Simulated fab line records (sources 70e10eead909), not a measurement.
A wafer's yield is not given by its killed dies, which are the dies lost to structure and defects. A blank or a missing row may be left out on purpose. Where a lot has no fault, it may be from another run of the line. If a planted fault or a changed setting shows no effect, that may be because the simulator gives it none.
fab line records -- flow nand-harc
record: lots: 6, wafers: 18, last-day: 24
route steps=1159 shown A_STAIRCASE@574
lots that met no fault: from a run of the same line without faults
start-h: hours from the record's first day to the start of the lot's first wafer shown -- wait-h: time in hours since the lot's previous step -- " unchanged from the row above -- L1.1+2: one row covering several wafers at once -- - no value, or no start was given -- * or withheld: withheld -- < > ~ a bound
route shown NAME@n: NAME is a module with steps in the file, n the number in the route of the first one -- usual: average and standard deviation across the fault-free wafers -- same: alike in all rows -- chamber/n: place in a boat -- sites: each site's reading -- _std_site: the standard deviation of these -- _edge_site: inner sites' mean taken away from outer sites' mean -- radius-mm: for every site, how far away it sits from the centre of the wafer -- mask NAME#n: copy n -- behind: tool/chamber where the wafer was last shaped -- hold: cause of the lot's hold/its duration in hours/its outcome -- device: transistor that didn't switch, given as n, p or np -- end of line: the same wafers' tests at the end of the route -- a step with no rows: only its recipe -- killed: dies that structure and defects cost at the first sort, which is not the same as the wafer's yield -- map: shows each die of a wafer: x if killed, . if not, _ if none is there
set.NAME: setting as actually run; set.NAME@STEP: the setting as run at that earlier step -- model.NAME: the simulator's own value behind a step, which no gauge read
lots at some steps of the route; a table a step, a row a wafer
services: when a tool's chamber went out of use (start-h, in hours from the record's first day, below 0 if earlier), for how many hours, and the reason
== steps ==
step: NHARC_A_STAIRCASE_EBR_180
step: NHARC_A_STAIRCASE_EXPOSE_181
recipe: na: 0.5, dose-mj: 27.87, mask-id: STAIR_2
step: NHARC_A_STAIRCASE_PEB_182
recipe: peb-temp-c: 115, peb-time-s: 130
step: NHARC_A_STAIRCASE_DEVELOP_183
recipe: time-s: 140
step: NHARC_A_STAIRCASE_HARDBAKE_185
recipe: temp-c: 120, time-s: 140
step: NHARC_A_STAIRCASE_DESCUM_186
recipe: time-s: 3, o2-flow-sccm: 200, ar-flow-sccm: 0, bias-power-w: 0, chemistry: O2
usual: drypump-motor-current-A: 5.9/0.45, oes-product-au: 0.998/0.012, rf-vpp-V: 57.8/0.93, showerhead-plenum-p-Torr: 1.89/0.094, throttle-valve-pct: 11.310/0.0086
same: bias-power-w: 0
lot.wafer,tool,chamber,start-h,wait-h,drypump-motor-current-A,oes-product-au,rf-hours-counter-h,rf-vpp-V,showerhead-plenum-p-Torr,throttle-valve-pct
L575.4,rie-diel-01,0,252.54,-,6.1,0.987,38,59.7,1.97,11.300
L575.3,rie-diel-01,2,252.54,-,6.2,1.008,39,58.0,1.83,11.314
L575.5,rie-diel-01,0,252.54,-,6.1,0.986,-,58.4,1.97,11.312
L583.2,rie-diel-01,2,300.65,-,6.2,0.998,57,57.2,1.83,11.322
L583.5,rie-diel-01,2,300.65,-,6.2,0.987,-,58.5,1.83,11.312
L583.6,rie-diel-01,3,300.65,-,5.2,0.989,-,56.7,1.78,11.311
L584.4,rie-diel-03,1,311.49,-,6.1,1.009,27,57.4,1.77,11.311
L584.6,rie-diel-03,3,311.49,-,6.1,1.009,-,59.1,1.90,11.298
L584.5,rie-diel-03,0,311.49,-,5.8,1.006,-,58.1,1.90,11.305
L587.3,rie-diel-03,2,333.92,-,6.2,1.010,44,57.6,1.77,11.313
L587.4,rie-diel-03,2,333.92,-,6.3,0.996,-,56.6,1.77,11.331
L587.6,rie-diel-03,0,333.92,-,5.8,1.015,-,57.7,1.89,11.305
L593.3,rie-diel-03,3,354.55,-,6.2,1.014,52,58.5,1.89,11.315
L593.4,rie-diel-03,2,354.55,-,6.3,1.000,-,57.2,1.77,11.300
L593.5,rie-diel-03,3,354.55,-,6.2,1.016,-,56.9,1.89,11.310
L594.2,rie-diel-01,3,366.53,-,5.2,1.002,15,58.6,1.77,11.334
L594.3,rie-diel-01,0,366.53,-,6.1,0.979,14,57.9,1.96,11.301
L594.5,rie-diel-01,0,366.53,-,6.1,0.984,-,57.0,1.96,11.303
step: NHARC_A_STAIRCASE_TRIM_187
recipe: time-s: 211.2, o2-flow-sccm: 500, ar-flow-sccm: 0, bias-w: 0, chemistry: O2
usual: drypump-motor-current-A: 6.0/0.42, oes-product-au: 0.999/0.011, rf-vpp-V: 57.8/0.83, showerhead-plenum-p-Torr: 3.49/0.16, throttle-valve-pct: 17.036/0.0087
same: bias-w: 0
lot.wafer,tool,chamber,start-h,wait-h,drypump-motor-current-A,oes-product-au,rf-hours-counter-h,rf-vpp-V,showerhead-plenum-p-Torr,throttle-valve-pct
L575.3,rie-diel-01,0,252.70,0.1,6.1,0.979,39,58.8,3.63,17.046
L575.4,rie-diel-01,2,252.70,0.1,6.2,1.001,39,58.0,3.39,17.034
L575.5,rie-diel-01,1,252.70,0.1,5.9,0.998,-,56.8,3.43,17.054
L583.2,rie-diel-01,3,300.76,0.1,5.2,1.001,61,58.5,3.30,17.043
L583.5,rie-diel-01,1,300.76,0.1,5.9,0.977,-,59.0,3.42,17.032
L583.6,rie-diel-01,2,300.76,0.1,6.2,0.999,-,57.1,3.38,17.036
L584.4,rie-diel-03,0,311.57,0.1,5.8,0.998,30,59.1,3.50,17.056
L584.6,rie-diel-03,3,311.57,0.1,6.2,0.996,-,57.9,3.50,17.010
L584.5,rie-diel-03,0,311.57,0.1,5.9,0.987,-,57.8,3.50,17.045
L587.3,rie-diel-03,3,334.06,0.1,6.2,0.998,44,58.3,3.49,17.044
L587.6,rie-diel-03,0,334.06,0.1,5.8,1.011,-,56.9,3.49,17.041
L587.4,rie-diel-03,2,334.06,0.1,6.3,1.001,-,59.4,3.29,17.031
L593.3,rie-diel-03,2,354.65,0.1,6.3,0.996,51,57.3,3.28,17.039
L593.5,rie-diel-03,2,354.65,0.1,6.3,1.000,-,58.1,3.28,17.033
L593.4,rie-diel-03,3,354.65,0.1,6.2,1.000,-,58.0,3.49,17.048
L594.2,rie-diel-01,2,366.61,0.1,6.2,1.005,15,57.5,3.37,17.031
L594.3,rie-diel-01,3,366.61,0.1,5.2,0.999,15,57.8,3.29,17.037
L594.5,rie-diel-01,2,366.61,0.1,6.2,0.994,-,58.4,3.37,17.034
step: NHARC_A_STAIRCASE_ETCH_188
recipe: target-depth-a: 1000, time-s: 40.5, ion-energy-ev: 400, c4f8-flow-sccm: 20, o2-flow-sccm: 10, ar-flow-sccm: withheld, rf-w: 600, bias-w: 1000, chemistry: C4F8/O2
usual: bias-w: 999.5/2.9, oes-product-au: 0.936/0.014, rf-fwd-power-W: 591.8/2.4, rf-vpp-V: 894/5.9
lot.wafer,tool,chamber,start-h,wait-h,bias-w,oes-product-au,rf-fwd-power-W,rf-hours-counter-h,rf-vpp-V
L575.4,rie-diel-01,3,-,-,1000.0,0.935,596.3,41,889
L575.3,rie-diel-01,1,-,-,999.1,0.915,589.0,37,892
L575.5,rie-diel-01,3,-,-,1003.5,0.919,594.9,-,887
L583.2,rie-diel-01,1,-,-,1003.0,0.933,592.2,57,892
L583.5,rie-diel-01,2,-,-,998.9,0.936,590.5,-,891
L583.6,rie-diel-01,3,-,-,993.9,0.941,593.4,-,888
L584.4,rie-diel-03,1,-,-,999.4,0.938,593.6,27,886
L584.6,rie-diel-03,2,-,-,995.7,0.934,589.4,-,887
L584.5,rie-diel-03,3,-,-,1003.6,0.937,587.7,-,895
L587.3,rie-diel-03,0,-,-,999.1,0.919,593.9,41,894
L587.6,rie-diel-03,2,-,-,1002.0,0.927,595.5,-,888
L587.4,rie-diel-03,0,-,-,1001.6,0.933,592.6,-,895
L593.3,rie-diel-03,3,-,-,1000.7,0.950,591.0,52,896
L593.5,rie-diel-03,2,-,-,995.9,0.932,589.1,-,887
L593.4,rie-diel-03,3,-,-,1002.3,0.938,592.9,-,894
L594.2,rie-diel-01,0,-,-,1000.1,0.943,592.0,14,897
L594.3,rie-diel-01,3,-,-,995.6,0.940,593.1,15,887
L594.5,rie-diel-01,0,-,-,998.5,0.947,592.4,-,900
step: NHARC_A_STAIRCASE_TRIM_189
recipe: time-s: 211.2, o2-flow-sccm: 500, ar-flow-sccm: 0, bias-w: 0, chemistry: O2
usual: drypump-motor-current-A: 5.9/0.44, oes-product-au: 0.997/0.011, rf-vpp-V: 57.8/0.84, showerhead-plenum-p-Torr: 3.48/0.16, throttle-valve-pct: 17.037/0.0085
same: bias-w: 0
lot.wafer,tool,chamber,start-h,wait-h,drypump-motor-current-A,oes-product-au,rf-hours-counter-h,rf-vpp-V,showerhead-plenum-p-Torr,throttle-valve-pct
L575.3,rie-diel-01,0,-,-,6.1,0.992,39,57.1,3.63,17.029
L575.4,rie-diel-01,1,-,-,5.8,0.984,37,57.0,3.43,17.037
L575.5,rie-diel-01,3,-,-,5.3,1.001,-,57.2,3.31,17.033
L583.2,rie-diel-01,3,-,-,5.2,0.999,61,57.4,3.30,17.032
L583.6,rie-diel-01,1,-,-,5.8,0.987,-,57.0,3.42,17.035
L583.5,rie-diel-01,2,-,-,6.2,1.001,-,57.5,3.38,17.028
L584.4,rie-diel-03,2,-,-,6.3,1.011,30,57.4,3.29,17.032
L584.5,rie-diel-03,0,-,-,5.8,0.996,-,56.9,3.50,17.043
L584.6,rie-diel-03,1,-,-,6.1,1.005,-,57.2,3.27,17.042
L587.3,rie-diel-03,0,-,-,5.8,1.001,41,57.8,3.49,17.045
L587.4,rie-diel-03,2,-,-,6.3,1.008,-,57.8,3.29,17.028
L587.6,rie-diel-03,3,-,-,6.2,0.995,-,58.8,3.49,17.035
L593.3,rie-diel-03,3,-,-,6.2,0.992,52,58.6,3.49,17.028
L593.4,rie-diel-03,0,-,-,5.8,1.000,-,58.6,3.49,17.045
L593.5,rie-diel-03,2,-,-,6.3,1.000,-,56.8,3.28,17.025
L594.3,rie-diel-01,0,-,-,6.1,0.981,14,58.9,3.60,17.043
L594.2,rie-diel-01,1,-,-,5.8,1.005,16,57.1,3.41,17.032
L594.5,rie-diel-01,0,-,-,6.1,0.993,-,58.0,3.60,17.037
step: NHARC_A_STAIRCASE_ETCH_190
recipe: target-depth-a: 1000, time-s: 40.5, ion-energy-ev: 400, c4f8-flow-sccm: 20, o2-flow-sccm: 10, ar-flow-sccm: withheld, rf-w: 600, bias-w: 1000, chemistry: C4F8/O2
usual: bias-w: 1000.0/2.8, oes-product-au: 0.939/0.014, rf-fwd-power-W: 591.6/2.3, rf-vpp-V: 894/5.8
lot.wafer,tool,chamber,start-h,wait-h,bias-w,oes-product-au,rf-fwd-power-W,rf-hours-counter-h,rf-vpp-V
L575.4,rie-diel-01,1,-,-,1003.8,0.931,591.2,37,893
L575.3,rie-diel-01,3,-,-,1004.5,0.931,595.2,42,887
L575.5,rie-diel-01,1,-,-,996.2,0.927,587.7,-,892
L583.2,rie-diel-01,1,-,-,1004.8,0.940,590.5,57,893
L583.5,rie-diel-01,1,-,-,1000.3,0.933,590.9,-,891
L583.6,rie-diel-01,2,-,-,999.3,0.941,590.7,-,890
L584.4,rie-diel-03,0,-,-,1001.5,0.938,596.4,31,894
L584.6,rie-diel-03,1,-,-,996.1,0.937,590.9,-,887
L584.5,rie-diel-03,2,-,-,997.6,0.933,589.8,-,886
L587.3,rie-diel-03,3,-,-,1002.2,0.961,591.7,44,896
L587.4,rie-diel-03,2,-,-,999.0,0.953,590.8,-,889
L587.6,rie-diel-03,0,-,-,1004.3,0.964,593.4,-,895
L593.3,rie-diel-03,2,-,-,997.4,0.948,590.3,51,887
L593.4,rie-diel-03,2,-,-,997.7,0.943,591.2,-,886
L593.5,rie-diel-03,3,-,-,999.2,0.950,589.1,-,894
L594.2,rie-diel-01,1,-,-,998.5,0.947,590.6,16,893
L594.3,rie-diel-01,2,-,-,997.1,0.944,592.4,15,890
L594.5,rie-diel-01,1,-,-,997.9,0.947,590.4,-,891
step: NHARC_A_STAIRCASE_TRIM_191
recipe: time-s: 211.2, o2-flow-sccm: 500, ar-flow-sccm: 0, bias-w: 0, chemistry: O2
step: NHARC_A_STAIRCASE_ETCH_192
recipe: target-depth-a: 1000, time-s: 40.5, ion-energy-ev: 400, c4f8-flow-sccm: 20, o2-flow-sccm: 10, ar-flow-sccm: withheld, rf-w: 600, bias-w: 1000, chemistry: C4F8/O2
usual: bias-w: 999.8/2.9, oes-product-au: 0.942/0.012, rf-fwd-power-W: 591.7/2.3, rf-vpp-V: 895/5.8
lot.wafer,tool,chamber,start-h,wait-h,bias-w,oes-product-au,rf-fwd-power-W,rf-hours-counter-h,rf-vpp-V
L575.3,rie-diel-01,0,253.40,-,1003.1,0.944,597.1,39,899
L575.4,rie-diel-01,2,253.40,-,1003.3,0.941,591.7,40,891
L575.5,rie-diel-01,0,253.40,-,995.8,0.933,592.3,-,899
L583.2,rie-diel-01,3,301.36,-,1002.1,0.945,594.0,61,887
L583.5,rie-diel-01,0,301.36,-,1001.1,0.933,593.3,-,900
L583.6,rie-diel-01,1,301.36,-,997.2,0.938,591.0,-,892
L584.4,rie-diel-03,2,315.13,-,998.7,0.956,590.6,33,888
L584.6,rie-diel-03,0,315.13,-,1011.4,0.946,592.5,-,895
L584.5,rie-diel-03,1,315.13,-,1002.9,0.964,594.8,-,888
L587.3,rie-diel-03,2,336.74,-,993.6,0.850,496.4,46,886
L587.4,rie-diel-03,2,336.74,-,1002.5,0.858,496.2,-,888
L587.6,rie-diel-03,3,336.74,-,998.1,0.847,494.6,-,893
L593.3,rie-diel-03,3,355.35,-,1000.3,0.852,495.0,53,895
L593.5,rie-diel-03,3,355.35,-,1006.4,0.863,495.6,-,893
L593.4,rie-diel-03,2,355.35,-,1000.1,0.858,494.6,-,886
L594.3,rie-diel-01,3,367.24,-,1002.6,0.945,595.9,15,887
L594.2,rie-diel-01,0,367.24,-,1004.2,0.935,593.6,14,898
L594.5,rie-diel-01,2,367.24,-,1003.8,0.930,592.5,-,890
step: NHARC_A_STAIRCASE_TRIM_193
recipe: time-s: 211.2, o2-flow-sccm: 500, ar-flow-sccm: 0, bias-w: 0, chemistry: O2
== services ==
tool,chamber,start-h,hours,kind
rie-diel-01,0,244.88,-,clean
rie-diel-01,1,244.88,-,clean
rie-diel-01,2,244.88,-,clean
rie-diel-01,3,244.88,-,clean
rie-diel-03,0,248.83,-,clean
rie-diel-03,1,248.83,-,clean
rie-diel-03,2,248.83,-,clean
rie-diel-03,3,248.83,-,clean
rie-diel-01,0,269.44,-,clean
rie-diel-01,1,269.44,-,clean
rie-diel-01,2,269.44,-,clean
rie-diel-01,3,269.44,-,clean
rie-diel-03,0,273.33,-,clean
rie-diel-03,1,273.33,-,clean
rie-diel-03,2,273.33,-,clean
rie-diel-03,3,273.33,-,clean
rie-diel-01,0,293.99,-,clean
rie-diel-01,1,293.99,-,clean
rie-diel-01,2,293.99,-,clean
rie-diel-01,3,293.99,-,clean
rie-diel-03,0,297.90,-,clean
rie-diel-01,-,314.85,9.0,pm
rie-diel-01,0,337.73,3.3,repair
rie-diel-03,2,343.78,5.5,repair
== key ==
first-sign: step: NHARC_A_STAIRCASE_ETCH_192, reading: rf-fwd-power-W, direction: down, sigmas: 43, usual: *, struck: *
effect: step: NHARC_A_STAIRCASE_ETCH_192, reading: oes-product-au, direction: down, sigmas: 7.2, usual: 0.942, struck: 0.854
met-at NHARC_A_STAIRCASE_ETCH_192
struck-wafers L587.3,L587.4,L587.6,L593.3,L593.4,L593.5
tester-left-out L587,L593
onset-between 315.13 336.74
fault: kind: process-parameter-drift, tool: rie-diel-03, chamber: -, onset-h: 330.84, steps: NHARC_A_STAIRCASE_ETCH_192, channel: rf-w, offset: *, shape: step, end-h: 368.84, acts-in: *, stated: *
tester-left-out: of these lots the tester's yield and bins aren't shown, on N5 and GAA mostly nor the transistor test; their killed dies are dies lost to structure and defects alone, not to doping, threshold or leakage, so they don't give the yield
